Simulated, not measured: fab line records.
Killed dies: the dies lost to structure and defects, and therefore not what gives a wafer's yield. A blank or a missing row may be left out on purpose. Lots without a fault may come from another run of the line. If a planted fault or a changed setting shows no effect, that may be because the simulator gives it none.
Split-lot experiment | flow n5-finfet | on a route of 1938 steps: 7 lots, 21 wafers read

## ABOUT THE SPLIT
At N5_BEOL_M5_HM_DEP_02 (deposits TiN, target thk 20 nm), the setting target-thk-a was moved away from the recipe's 200 angstrom on 5 of the 21 wafers read, by +6.0% to +9.4%. For the rest of the wafers, this setting stayed at what the recipe calls for.

The reading comes from the split's own step.

## THE READING
TiN_of_BEOL_M5_HM_DEP_02.thk-nm (the simulator's own value, which no gauge read), in nm, at N5_BEOL_M5_HM_DEP_02 (deposits TiN, target thk 20 nm). No usual value for it is given in the file. Here, 16 wafers ran the recipe; their average is 20.2 nm with a standard deviation of 0.2 nm.

wafer  | tool, chamber at the split | target-thk-a as run, angstrom | against the recipe | TiN_of_BEOL_M5_HM_DEP_02.thk-nm, nm | against lot-mates on the recipe
L078.1 | pvd-sputter-01, -          | 200                           | recipe             | 20                                  | -
L078.2 | pvd-sputter-01, -          | 200                           | recipe             | 20                                  | -
L078.6 | pvd-sputter-01, -          | 200                           | recipe             | 20.2                                | -
L079.3 | pvd-sputter-02, -          | 200                           | recipe             | 20                                  | -
L079.4 | pvd-sputter-02, -          | 200                           | recipe             | 20                                  | -
L079.5 | pvd-sputter-02, -          | 200                           | recipe             | 20                                  | -
L087.3 | pvd-sputter-01, -          | 200                           | recipe             | 20.4                                | -
L087.4 | pvd-sputter-01, -          | 200                           | recipe             | 20.4                                | -
L087.6 | pvd-sputter-01, -          | 200                           | recipe             | 20.6                                | -
L088.4 | pvd-sputter-01, -          | 218.8                         | +9.4%              | 21.6                                | +1.8
L088.5 | pvd-sputter-01, -          | 218.8                         | +9.4%              | 21.8                                | +2.0
L088.6 | pvd-sputter-01, -          | 200                           | recipe             | 19.8                                | -
L091.1 | pvd-sputter-02, -          | 200                           | recipe             | 20.4                                | -
L091.3 | pvd-sputter-02, -          | 211.9                         | +6.0%              | 21.2                                | +0.8
L091.4 | pvd-sputter-02, -          | 211.9                         | +6.0%              | 21.4                                | +1.0
L093.1 | pvd-sputter-03, -          | 200                           | recipe             | 20                                  | -
L093.3 | pvd-sputter-03, -          | 215                           | +7.5%              | 21.6                                | +1.5
L093.4 | pvd-sputter-03, -          | 200                           | recipe             | 20.2                                | -
L097.2 | pvd-sputter-01, -          | 200                           | recipe             | 20.2                                | -
L097.4 | pvd-sputter-01, -          | 200                           | recipe             | 20.2                                | -
L097.5 | pvd-sputter-01, -          | 200                           | recipe             | 20.2                                | -

THE FIT
A straight line over all 21 wafers: TiN_of_BEOL_M5_HM_DEP_02.thk-nm changes by +0.174 nm for each +1% of target-thk-a; r = +0.95; the points scatter about the line by 0.2 nm.
The same after taking each lot's own level away (the mean of its wafers on the recipe; 21 wafers): +0.191 nm for each +1%; r = +0.99; scatter 0.11 nm.
That fit puts the effect of the largest move of target-thk-a on the reading at 1.8 nm.
The lots' own levels span 19.80 to 20.47 nm, that is 3.3 times the standard deviation above.
So the lot-to-lot level changes the slope little: the two slopes agree.
Check: with one of the wafers moved furthest among these (+9.4%) left out of the fit, the line predicts +1.78 nm for it against its lot-mates. It came out at +1.8 nm against them.

## OTHER SPLITS APPLIED TO THESE WAFERS
Before the reading, these wafers also passed through other splits. Each is held against what the fit with the lots' levels taken away leaves over:
other split on the same wafers     | wafers away from the commonest value | r with TiN_of_BEOL_M5_HM_DEP_02.thk-nm (lot level and that fit taken away)
N5_BEOL_M2_COAT_22 spin-rpm        | 7                                    | +0.33
N5_BEOL_M3_ETCH_70 bias-w          | 6                                    | +0.14
N5_BEOL_M3_TRENCH_ETCH_37 time-s   | 10                                   | +0.15
N5_BEOL_M4_COAT_73 spin-rpm        | 6                                    | +0.16
N5_BEOL_M4_DESCUM_16 time-s        | 8                                    | -0.16
N5_BEOL_M4_TRENCH_ETCH_37 source-w | 3                                    | -0.52

## THE FILE'S OWN FIT
TiN_of_BEOL_M5_HM_DEP_02.thk-nm changes by +0.191 nm for each +1% of target-thk-a, r = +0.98.
